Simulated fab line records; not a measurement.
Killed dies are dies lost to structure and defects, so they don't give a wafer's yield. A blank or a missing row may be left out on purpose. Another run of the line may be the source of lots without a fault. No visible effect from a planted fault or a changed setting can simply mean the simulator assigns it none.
fab line records -- flow n5-finfet
record lots=6, wafers=18, last-day=17
route steps=1938 shown BEOL_M15@1815 PASSIVATION@1936
lots with no fault: from the same line, run without faults
start-h: hours from the record's first day to the start of the lot's first wafer shown -- wait-h: time in hours since the lot's previous step -- " the same as in the row above -- L1.1+2: a single row standing in for several wafers -- - no value, or no start was given -- * or withheld: withheld -- < > ~ a bound
route shown NAME@n: a module of which the file shows steps, and the number in the route of the first -- usual: mean/standard deviation taken from wafers without a fault -- same: alike in all rows -- chamber/n: place in a boat -- sites: each site's reading -- _std_site: the standard deviation of these -- _edge_site: the outer-site mean with the inner-site mean subtracted -- radius-mm: for every site, how far away it sits from the centre of the wafer -- mask NAME#n: copy n -- behind: the last tool/chamber to shape the wafer -- hold: what put the lot on hold/how long, in hours/how the hold closed -- device: the n, p or np transistor that did not switch -- end of line: the same wafers' tests at the end of the route -- a step with no rows: only its recipe -- killed: the dies lost at the first sort to structure and to defects; this is not the yield of the wafer -- map: per-die view of a wafer (x killed, . not killed, _ where there is no die)
set.NAME: the setting the step ran with; set.NAME@STEP: the setting that earlier step ran with -- model.NAME: the simulator's own value behind a step, which no gauge read
certain route steps with their lots: each step a table, each wafer a row
services: from which hour (start-h, from the record's first day; less than 0 if before it) a tool's chamber was out of use, for how many hours, and why
## steps
# step N5_BEOL_M15_PRECLEAN_39
# recipe chemistry=residue-remover, time-s=60, temp-c=40
# step N5_BEOL_M15_SRD_40
# recipe time-s=30, temp-c=23, rinse-liquid=diw, dry=n2-spin, spin-rpm=1500, dry-time-s=30
# step N5_BEOL_M15_DEGAS_41
# recipe ambient=vacuum, temp-c=300, time-s=60
# usual heater-power-w=470/48
lot.wafer,tool,chamber,start-h,wait-h,heater-power-w
L717.3,pvd-sputter-02,-,257.27,0.2,528
L717.5,pvd-sputter-02,-,257.27,0.2,425
L717.6,pvd-sputter-02,-,257.27,0.2,490
L724.2,pvd-sputter-03,-,302.44,1.0,412
L724.4,pvd-sputter-03,-,302.44,1.0,432
L724.5,pvd-sputter-03,-,302.44,1.0,443
L723.1,pvd-sputter-01,-,303.30,0.2,455
L723.2,pvd-sputter-01,-,303.30,0.2,527
L723.4,pvd-sputter-01,-,303.30,0.2,550
L727.1,pvd-sputter-02,-,320.03,0.1,504
L727.3,pvd-sputter-02,-,320.03,0.1,400
L727.6,pvd-sputter-02,-,320.03,0.1,406
L735.2,pvd-sputter-03,-,376.56,0.3,449
L735.3,pvd-sputter-03,-,376.56,0.3,399
L735.5,pvd-sputter-03,-,376.56,0.3,395
L738.2,pvd-sputter-01,-,394.75,0.4,462
L738.3,pvd-sputter-01,-,394.75,0.4,537
L738.6,pvd-sputter-01,-,394.75,0.4,531
# step N5_BEOL_M15_PRE_CLEAN_42
# recipe gas=H2/He, time-s=30, temp-c=300
# usual heater-power-w=470/48
lot.wafer,tool,chamber,start-h,wait-h,heater-power-w
L717.3,pvd-sputter-02,-,257.31,0.0,526
L717.5,pvd-sputter-02,-,257.31,0.0,433
L717.6,pvd-sputter-02,-,257.31,0.0,499
L724.2,pvd-sputter-03,-,302.48,0.0,409
L724.4,pvd-sputter-03,-,302.48,0.0,443
L724.5,pvd-sputter-03,-,302.48,0.0,437
L723.1,pvd-sputter-01,-,303.34,0.0,469
L723.2,pvd-sputter-01,-,303.34,0.0,530
L723.4,pvd-sputter-01,-,303.34,0.0,564
L727.1,pvd-sputter-02,-,320.07,0.0,494
L727.3,pvd-sputter-02,-,320.07,0.0,397
L727.6,pvd-sputter-02,-,320.07,0.0,407
L735.2,pvd-sputter-03,-,376.60,0.0,443
L735.3,pvd-sputter-03,-,376.60,0.0,402
L735.5,pvd-sputter-03,-,376.60,0.0,415
L738.2,pvd-sputter-01,-,394.79,0.0,451
L738.3,pvd-sputter-01,-,394.79,0.0,525
L738.6,pvd-sputter-01,-,394.79,0.0,531
# step N5_BEOL_M15_SPUTTER_43
# recipe material=TaN, target-thk-a=150, temp-c=50, bias-v=168.6, power-w=15000, chamber-pressure-pa=0.12, time-s=24.19
# usual cathode-dc-power-W=15000/2.7, throttle-valve-pct=30.1/0.97
lot.wafer,tool,chamber,start-h,wait-h,cathode-dc-power-W,throttle-valve-pct
L717.3,pvd-sputter-02,-,257.35,0.0,14997,30.2
L717.5,pvd-sputter-02,-,257.35,0.0,15000,29.6
L717.6,pvd-sputter-02,-,257.35,0.0,15005,30.1
L724.2,pvd-sputter-03,-,302.52,0.0,14997,30.2
L724.4,pvd-sputter-03,-,302.52,0.0,15006,30.6
L724.5,pvd-sputter-03,-,302.52,0.0,15000,30.2
L723.1,pvd-sputter-01,-,303.38,0.0,15000,30.7
L723.2,pvd-sputter-01,-,303.38,0.0,15001,30.2
L723.4,pvd-sputter-01,-,303.38,0.0,15001,30.3
L727.1,pvd-sputter-02,-,320.11,0.0,15003,30.2
L727.3,pvd-sputter-02,-,320.11,0.0,15002,28.9
L727.6,pvd-sputter-02,-,320.11,0.0,14998,28.9
L735.2,pvd-sputter-03,-,376.64,0.0,14997,30.3
L735.3,pvd-sputter-03,-,376.64,0.0,15002,30.2
L735.5,pvd-sputter-03,-,376.64,0.0,14999,30.2
L738.2,pvd-sputter-01,-,394.83,0.0,15000,30.6
L738.3,pvd-sputter-01,-,394.83,0.0,14999,30.3
L738.6,pvd-sputter-01,-,394.83,0.0,15002,30.1
# step N5_BEOL_M15_SPUTTER_44
# recipe material=Ta, target-thk-a=150, temp-c=50, bias-v=80, power-w=15000, chamber-pressure-pa=0.07, time-s=24.19
# step N5_BEOL_M15_SPUTTER_45
# recipe material=Cu, target-thk-a=1000, temp-c=-20, bias-v=60, power-w=26000, chamber-pressure-pa=0.13, time-s=16.67
# step N5_BEOL_M15_ECD_47
# recipe material=Cu, target-thk-a=18600
# step N5_BEOL_M15_ANNEAL_48
# recipe temp-c=225, time-s=90, ambient=N2
# usual anneal-temp-c-max=225.98/0.26, wafer_temp_C_max=226.6/0.34
lot.wafer,tool,chamber,start-h,wait-h,anneal-temp-c-max,wafer_temp_C_max
L717.3,rtp-anneal-01,0,257.96,0.2,225.72,226.6
L717.5,rtp-anneal-01,0,257.96,0.2,225.62,226.4
L717.6,rtp-anneal-01,0,257.96,0.2,225.76,227.4
L724.2,rtp-anneal-02,0,303.10,0.2,226.38,225.9
L724.4,rtp-anneal-02,0,303.10,0.2,226.07,226.4
L724.5,rtp-anneal-02,0,303.10,0.2,226.07,226.4
L723.1,rtp-anneal-01,0,303.90,0.2,225.79,226.8
L723.2,rtp-anneal-01,0,303.90,0.2,225.90,226.9
L723.4,rtp-anneal-01,0,303.90,0.2,225.75,226.9
L727.1,rtp-anneal-02,0,320.65,0.2,225.83,227.0
L727.3,rtp-anneal-02,0,320.65,0.2,225.84,226.4
L727.6,rtp-anneal-02,0,320.65,0.2,225.95,226.4
L735.2,rtp-anneal-01,0,377.24,0.2,225.51,226.9
L735.3,rtp-anneal-01,0,377.24,0.2,225.79,226.8
L735.5,rtp-anneal-01,0,377.24,0.2,225.71,226.4
L738.2,rtp-anneal-01,0,396.09,0.9,225.76,226.3
L738.3,rtp-anneal-01,0,396.09,0.9,226.03,226.7
L738.6,rtp-anneal-01,0,396.09,0.9,225.94,227.0
# step N5_BEOL_M15_CMP_49
# recipe stop-on=SiO2, t-overpolish-s=4.9, down-force-psi=2, platen-rpm=80, clearing-platen-down-force-psi=2, clearing-platen-rpm=80, post-cmp-clean=cu-alkaline, target-thk-nm=850, clearing-platen-pad-velocity-m-s=1.5917, pad-velocity-m-s=1.5917
# usual barrier-field-endpoint-s=11.33/0.28, motor-current-A=7.8/0.95, overpolish-run-s=4.899/0.0089
lot.wafer,tool,chamber,start-h,wait-h,barrier-field-endpoint-s,motor-current-A,overpolish-run-s
L717.3,cmp-02,3,258.24,0.2,11.06,6.9,4.907
L717.5,cmp-02,1,258.24,0.2,10.80,7.2,4.914
L717.6,cmp-02,2,258.24,0.2,11.00,8.2,4.894
L724.4,cmp-01,2,303.35,0.1,12.14,8.0,4.891
L724.2,cmp-01,1,303.35,0.1,11.45,9.2,4.917
L724.5,cmp-01,3,303.35,0.1,11.68,7.3,4.899
L723.1,cmp-02,0,304.19,0.3,11.36,7.3,4.889
L723.4,cmp-02,2,304.19,0.3,11.52,8.6,4.904
L723.2,cmp-02,3,304.19,0.3,11.59,6.8,4.890
L727.1,cmp-04,2,320.98,0.3,11.60,10.0,4.902
L727.3,cmp-04,0,320.98,0.3,11.50,6.6,4.893
L727.6,cmp-04,2,320.98,0.3,11.37,9.9,4.893
L735.3,cmp-04,0,377.53,0.2,11.25,6.7,4.894
L735.2,cmp-04,2,377.53,0.2,11.25,9.2,4.890
L735.5,cmp-04,3,377.53,0.2,11.49,7.8,4.888
L738.2,cmp-01,0,396.35,0.2,11.53,6.9,4.903
L738.3,cmp-01,2,396.35,0.2,11.66,8.0,4.896
L738.6,cmp-01,1,396.35,0.2,11.51,8.6,4.910
# step N5_BEOL_M15_THK_MEAS_50
# recipe thk-meas-gauge=xrf, reads=Cu_of_BEOL_M15_ECD_47
# usual M15_THK=841/13
lot.wafer,tool,chamber,start-h,wait-h,M15_THK[nm]
L717.3,film-metro-02,-,258.46,-,855
L717.5,film-metro-02,-,258.46,-,862
L717.6,film-metro-02,-,258.46,-,846
L724.2,film-metro-01,-,303.64,-,817
L724.4,film-metro-01,-,303.64,-,824
L724.5,film-metro-01,-,303.64,-,815
L723.1,film-metro-01,-,304.49,-,837
L723.2,film-metro-01,-,304.49,-,842
L723.4,film-metro-01,-,304.49,-,856
L727.1,film-metro-02,-,321.24,-,838
L727.3,film-metro-02,-,321.24,-,861
L727.6,film-metro-02,-,321.24,-,838
L735.2,film-metro-01,-,377.79,-,827
L735.3,film-metro-01,-,377.79,-,847
L735.5,film-metro-01,-,377.79,-,849
L738.2,film-metro-01,-,396.64,-,832
L738.3,film-metro-01,-,396.64,-,839
L738.6,film-metro-01,-,396.64,-,837
# step N5_BEOL_M15_PRE_CLEAN_52
# recipe gas=NH3, time-s=15, temp-c=withheld, rf-power-w=300
# step N5_BEOL_M15_DEP_53
# recipe material=SiCN, target-thk-a=500, temp-c=withheld, precursor=3MS/NH3, pressure-torr=3, rf-w=675, time-s=17.8
# usual chamber-pressure-Torr=2.999/0.0072, rf-fwd-power-W=667.0/2.9, showerhead-plenum-p-Torr=4.140/0.02, showerhead-vpp-V=1593/58, throttle-valve-pct=18.2/0.86
lot.wafer,tool,chamber,start-h,wait-h,chamber-pressure-Torr,rf-fwd-power-W,showerhead-plenum-p-Torr,showerhead-vpp-V,throttle-valve-pct
L717.3,pecvd-04,1,258.52,0.0,2.994,667.3,4.132,1562,19.6
L717.5,pecvd-04,0,258.52,0.0,2.993,669.7,4.123,1608,18.8
L717.6,pecvd-04,1,258.52,0.0,2.999,668.9,4.124,1609,19.6
L724.2,pecvd-04,0,303.71,0.0,-,-,-,-,-
L724.4,pecvd-04,0,303.71,0.0,-,-,-,-,-
L724.5,pecvd-04,2,303.71,0.0,-,-,-,-,-
L723.1,pecvd-02,0,304.55,0.0,-,-,-,-,-
L723.2,pecvd-02,2,304.55,0.0,-,-,-,-,-
L723.4,pecvd-02,1,304.55,0.0,-,-,-,-,-
L727.1,pecvd-04,0,321.30,0.0,2.989,668.4,4.126,1613,19.0
L727.3,pecvd-04,2,321.30,0.0,3.014,669.7,4.147,1636,17.7
L727.6,pecvd-04,0,321.30,0.0,2.992,669.0,4.121,1587,18.8
L735.2,pecvd-03,0,377.85,0.0,2.998,664.0,4.140,1522,17.9
L735.3,pecvd-03,1,377.85,0.0,2.995,669.3,4.181,1580,18.1
L735.5,pecvd-03,1,377.85,0.0,2.999,666.0,4.172,1568,17.9
L738.2,pecvd-02,0,396.70,0.0,2.997,662.2,4.123,1473,17.9
L738.3,pecvd-02,2,396.70,0.0,2.998,669.7,4.181,1680,17.4
L738.6,pecvd-02,2,396.70,0.0,2.995,667.9,4.181,1695,17.2
# step N5_BEOL_M15_RS_MEAS_54
# recipe thk-meas-gauge=four-point-probe, reads=Cu_of_BEOL_M15_ECD_47+Ta_of_BEOL_M15_SPUTTER_44+TaN_of_BEOL_M15_SPUTTER_43
# usual M15_RS=0.0216/0.0003
lot.wafer,tool,chamber,start-h,wait-h,M15_RS[ohm/sq]
L717.3,film-metro-02,-,258.59,0.1,0.0213
L717.5,film-metro-02,-,258.59,0.1,0.0212
L717.6,film-metro-02,-,258.59,0.1,0.0215
L724.2,film-metro-01,-,303.79,0.1,0.0220
L724.4,film-metro-01,-,303.79,0.1,0.0219
L724.5,film-metro-01,-,303.79,0.1,0.0220
L723.1,film-metro-01,-,304.62,0.0,0.0219
L723.2,film-metro-01,-,304.62,0.0,0.0217
L723.4,film-metro-01,-,304.62,0.0,0.0214
L727.1,film-metro-01,-,321.37,0.0,0.0217
L727.3,film-metro-01,-,321.37,0.0,0.0210
L727.6,film-metro-01,-,321.37,0.0,0.0218
L735.2,film-metro-01,-,377.91,0.1,0.0218
L735.3,film-metro-01,-,377.91,0.1,0.0214
L735.5,film-metro-01,-,377.91,0.1,0.0212
L738.2,film-metro-02,-,396.77,0.1,0.0216
L738.3,film-metro-02,-,396.77,0.1,0.0214
L738.6,film-metro-02,-,396.77,0.1,0.0215
# step N5_PASSIVATION_PROBE_49
# usual defect-limited-yield=91.0/1.4, killed_at_M0_to_M3=35/10, killed_at_M4_up=13/6, killed-at-contacts=13/6.4, killed-at-front-end=42/12, killed-at-other=3.2/2.4, killed-dies=107/17, killed-open=69/13, killed-short=33/7.3, sort_bin_5_function=5.3/0.92, sort_bin_6_memory=3.3/0.66, sort_bin_8_speed=0.00/0.035, sort-n-pass=1073/17
# same gross-dies=1180, killed-at-back-side=0, sort_bin_4_leakage[%]=0
lot.wafer,tool,chamber,start-h,wait-h,defect-limited-yield[%],killed_at_M0_to_M3,killed_at_M4_up,killed-at-contacts,killed-at-front-end,killed-at-other,killed-dies,killed-open,killed-short,sort_bin_5_function[%],sort_bin_6_memory[%],sort_bin_8_speed[%],sort-n-pass
L717.3,prober-01,-,273.85,0.1,90.1,19,15,27,53,3,117,70,45,6.4,3.3,0,1063
L717.5,prober-01,-,273.95,0.2,89.2,37,9,23,54,5,128,70,48,6.9,3.5,0,1052
L717.6,prober-01,-,274.00,0.3,90.0,50,5,14,47,2,118,73,42,5.2,4.5,0,1062
L723.1,prober-02,-,317.68,0.0,91.4,40,17,9,35,1,102,71,27,5.1,3.5,0,1078
L723.2,prober-02,-,317.73,0.1,89.1,48,18,20,39,4,129,87,31,6.4,3.9,0,1051
L723.4,prober-02,-,317.83,0.2,91.4,35,16,6,43,2,102,64,35,4.6,3.8,0,1078
L724.2,prober-01,-,318.07,0.1,90.3,56,10,10,30,8,114,74,34,6.7,2.8,0,1066
L724.4,prober-01,-,318.17,0.2,90.3,49,25,5,33,3,115,76,27,5.3,3.5,0,1065
L724.5,prober-01,-,318.22,0.2,90.5,37,10,13,43,9,112,73,36,5.9,3.4,0,1068
L727.1,prober-01,-,334.02,0.0,91.7,32,13,9,43,1,98,59,28,5.2,2.6,0.34,1082
L727.3,prober-01,-,334.12,0.1,93.1,26,2,10,38,6,82,52,26,3.8,3.0,0,1098
L727.6,prober-01,-,334.27,0.3,92.7,20,10,12,43,1,86,49,26,3.8,2.9,0,1094
L735.2,prober-02,-,392.09,0.1,88.9,36,7,8,77,3,131,92,36,7.3,3.4,0,1049
L735.3,prober-02,-,392.14,0.1,88.9,50,7,8,65,1,131,91,35,6.0,4.6,0,1049
L735.5,prober-02,-,392.24,0.2,89.8,39,9,7,62,3,120,81,37,6.4,3.5,0,1060
L738.2,prober-02,-,409.26,0.1,92.9,21,15,22,22,4,84,61,21,4.2,2.9,0,1096
L738.3,prober-02,-,409.31,0.1,92.1,26,9,26,27,5,93,65,25,4.7,2.8,0,1087
L738.6,prober-02,-,409.46,0.3,91.4,35,8,30,26,2,101,70,29,4.8,3.4,0,1079
# killed by level:class
L717.3 MOL_CONTACT_COAG:geometric-particle:open=21 FIN_SAQP:geometric-particle:short=12 FIN_SAQP:geometric-particle:open=8 STI_FIN_REVEAL:geometric-particle:open=7 ILD0:geometric-particle:short=5 MOL_CONTACT_COAG:geometric-particle:short=5 BEOL_M4:geometric-particle:open=5 STARTING-WAFER:geometric-particle:short=5
L717.5 FIN_SAQP:geometric-particle:short=21 MOL_CONTACT_COAG:geometric-particle:open=17 FIN_SAQP:geometric-particle:open=12 BEOL_M0_SAQP:geometric-particle:open=10 BEOL_M0_SAQP:geometric-particle:short=9 STI_FIN_REVEAL:geometric-particle:open=5 MOL_CONTACT_COAG:geometric-particle:short=5 BEOL_M3:geometric-particle:open=5
L717.6 BEOL_M0_SAQP:geometric-particle:short=15 FIN_SAQP:geometric-particle:open=12 BEOL_M0_SAQP:geometric-particle:open=12 MOL_CONTACT_COAG:geometric-particle:open=11 FIN_SAQP:geometric-particle:short=10 BEOL_M3:geometric-particle:open=10 DUMMY_GATE:geometric-particle:open=7 BEOL_M3:geometric-particle:short=5
L723.1 BEOL_M1:geometric-particle:open=11 BEOL_M0_SAQP:geometric-particle:open=10 FIN_SAQP:geometric-particle:open=8 MOL_CONTACT_COAG:geometric-particle:open=8 BEOL_M3:geometric-particle:open=6 DUMMY_GATE:geometric-particle:short=5 BEOL_M4:geometric-particle:open=5 STI_FIN_REVEAL:geometric-particle:open=4
L723.2 MOL_CONTACT_COAG:geometric-particle:open=15 BEOL_M0_SAQP:geometric-particle:open=12 STI_FIN_REVEAL:geometric-particle:open=10 BEOL_M0_SAQP:geometric-particle:short=10 BEOL_M1:geometric-particle:open=10 BEOL_M4:geometric-particle:open=8 FIN_SAQP:geometric-particle:open=7 HKMG_FIN:area-etch=6
L723.4 STI_FIN_REVEAL:geometric-particle:open=12 BEOL_M1:geometric-particle:open=9 BEOL_M0_SAQP:geometric-particle:short=7 FIN_SAQP:geometric-particle:open=6 DUMMY_GATE:geometric-particle:open=6 BEOL_M2:geometric-particle:open=5 MOL_CONTACT_COAG:geometric-particle:open=4 BEOL_M2:geometric-particle:short=4
L724.2 BEOL_M2:geometric-particle:open=12 BEOL_M0_SAQP:geometric-particle:open=11 BEOL_M0_SAQP:geometric-particle:short=10 DUMMY_GATE:geometric-particle:open=6 BEOL_M0:geometric-particle:open=6 BEOL_M3:geometric-particle:open=6 FIN_SAQP:geometric-particle:open=5 MOL_CONTACT_COAG:geometric-particle:short=5
L724.4 BEOL_M4:geometric-particle:open=15 BEOL_M3:geometric-particle:open=10 BEOL_M1:geometric-particle:open=9 FIN_SAQP:geometric-particle:open=7 BEOL_M0_SAQP:geometric-particle:open=7 HKMG_FIN:area-etch=7 BEOL_M0:geometric-particle:open=6 DUMMY_GATE:geometric-particle:open=5
L724.5 STI_FIN_REVEAL:geometric-particle:open=12 MOL_CONTACT_COAG:geometric-particle:open=8 BEOL_M3:geometric-particle:open=8 BEOL_M1:geometric-particle:open=7 BEOL_M2:geometric-particle:open=7 DUMMY_GATE:geometric-particle:open=5 STI_FIN_REVEAL:geometric-particle:short=4 GATE_CUT:geometric-particle:short=4
L727.1 FIN_SAQP:geometric-particle:open=11 STI_FIN_REVEAL:geometric-particle:open=9 FIN_SAQP:geometric-particle:short=6 BEOL_M0_SAQP:geometric-particle:short=6 MOL_CONTACT_COAG:geometric-particle:open=6 BEOL_M1:geometric-particle:open=6 BEOL_M2:geometric-particle:open=5 BEOL_M4:geometric-particle:open=5
L727.3 FIN_SAQP:geometric-particle:open=13 STI_FIN_REVEAL:geometric-particle:open=6 MOL_CONTACT_COAG:geometric-particle:open=5 MOL_CONTACT_COAG:geometric-particle:short=5 BEOL_M0_SAQP:geometric-particle:open=5 BEOL_M3:geometric-particle:open=5 FIN_SAQP:geometric-particle:short=4 BEOL_M1:geometric-particle:open=4
L727.6 FIN_SAQP:geometric-particle:open=19 FIN_SAQP:geometric-particle:short=8 MOL_CONTACT_COAG:geometric-particle:open=8 BEOL_M0_SAQP:geometric-particle:open=7 BEOL_M2:geometric-particle:open=4 DUMMY_GATE:geometric-particle:open=3 GATE_CUT:geometric-particle:short=3 BEOL_M4:geometric-particle:short=3
L735.2 STI_FIN_REVEAL:geometric-particle:open=30 FIN_SAQP:geometric-particle:open=14 BEOL_M0_SAQP:geometric-particle:short=9 BEOL_M0_SAQP:geometric-particle:open=9 FIN_SAQP:geometric-particle:short=6 MOL_CONTACT_COAG:geometric-particle:open=6 BEOL_M2:geometric-particle:open=6 STI_FIN_REVEAL:geometric-particle:short=5
L735.3 STI_FIN_REVEAL:geometric-particle:open=16 BEOL_M0_SAQP:geometric-particle:open=13 FIN_SAQP:geometric-particle:open=11 BEOL_M0_SAQP:geometric-particle:short=10 BEOL_M2:geometric-particle:open=10 BEOL_M3:geometric-particle:open=9 DUMMY_GATE:geometric-particle:open=8 FIN_SAQP:geometric-particle:short=7
L735.5 STI_FIN_REVEAL:geometric-particle:open=16 BEOL_M0_SAQP:geometric-particle:open=11 FIN_SAQP:geometric-particle:open=9 FIN_SAQP:geometric-particle:short=7 MOL_CONTACT_COAG:geometric-particle:open=7 BEOL_M0_SAQP:geometric-particle:short=7 BEOL_M1:geometric-particle:open=7 BEOL_M2:geometric-particle:open=6
L738.2 MOL_CONTACT_COAG:geometric-particle:open=17 BEOL_M4:geometric-particle:open=10 BEOL_M3:geometric-particle:open=7 BEOL_M1:geometric-particle:open=7 FIN_SAQP:geometric-particle:open=5 MOL_CONTACT_COAG:geometric-particle:short=5 BEOL_M2:geometric-particle:open=4 STARTING-WAFER:geometric-particle:short=4
L738.3 MOL_CONTACT_COAG:geometric-particle:open=22 BEOL_M3:geometric-particle:open=6 BEOL_M2:geometric-particle:open=5 FIN_SAQP:geometric-particle:open=4 MOL_CONTACT_COAG:geometric-particle:short=4 BEOL_M0_SAQP:geometric-particle:short=4 BEOL_M1:geometric-particle:open=4 BEOL_M1:geometric-particle:short=4
L738.6 MOL_CONTACT_COAG:geometric-particle:open=23 BEOL_M3:geometric-particle:open=9 MOL_CONTACT_COAG:geometric-particle:short=7 BEOL_M0:geometric-particle:open=7 BEOL_M0_SAQP:geometric-particle:short=7 BEOL_M0_SAQP:geometric-particle:open=5 DUMMY_GATE:geometric-particle:open=4 BEOL_M1:geometric-particle:open=4
## services
tool,chamber,start-h,hours,kind
pecvd-03,-,237.63,2.8,pm
pecvd-03,-,242.42,0.2,repair
pecvd-04,-,245.96,0.8,repair
pecvd-02,2,256.52,2.1,scheduled-down
cmp-04,-,263.94,6.4,repair
cmp-02,-,272.17,5.4,pm
pecvd-04,2,299.57,2.1,scheduled-down
cmp-01,-,300.96,0.5,repair
cmp-04,-,310.87,5.1,repair
pecvd-02,-,318.85,1.7,repair
cmp-04,-,321.17,4.0,pm
cmp-01,-,323.62,0.4,repair
cmp-04,-,325.17,-,consumable-replace:conditioner
cmp-04,-,325.17,-,consumable-replace:pad
cmp-02,-,329.36,1.6,repair
pecvd-02,2,335.57,3.3,repair
rtp-anneal-01,-,343.26,3.9,pm
pecvd-02,0,352.78,5.5,scheduled-down
cmp-02,-,364.59,1.0,repair
cmp-01,-,382.46,4.0,pm
pecvd-04,1,383.62,-,clean
pecvd-04,1,383.62,-,consumable-replace:showerhead
pvd-sputter-01,-,391.65,2.4,repair
pecvd-04,-,394.97,0.8,repair
## key
first-sign step=N5_BEOL_M15_DEP_53, reading=tool-record, direction=missing
effect none on later readings
met-at N5_BEOL_M15_DEP_53
struck-wafers L723.1,L723.2,L723.4,L724.2,L724.4,L724.5
onset-between 258.52 303.71
fault kind=skipped-step-whole, tool=pecvd-02,pecvd-04, chamber=-, onset-h=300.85, steps=N5_BEOL_M15_DEP_53, scope=struck-lots-only
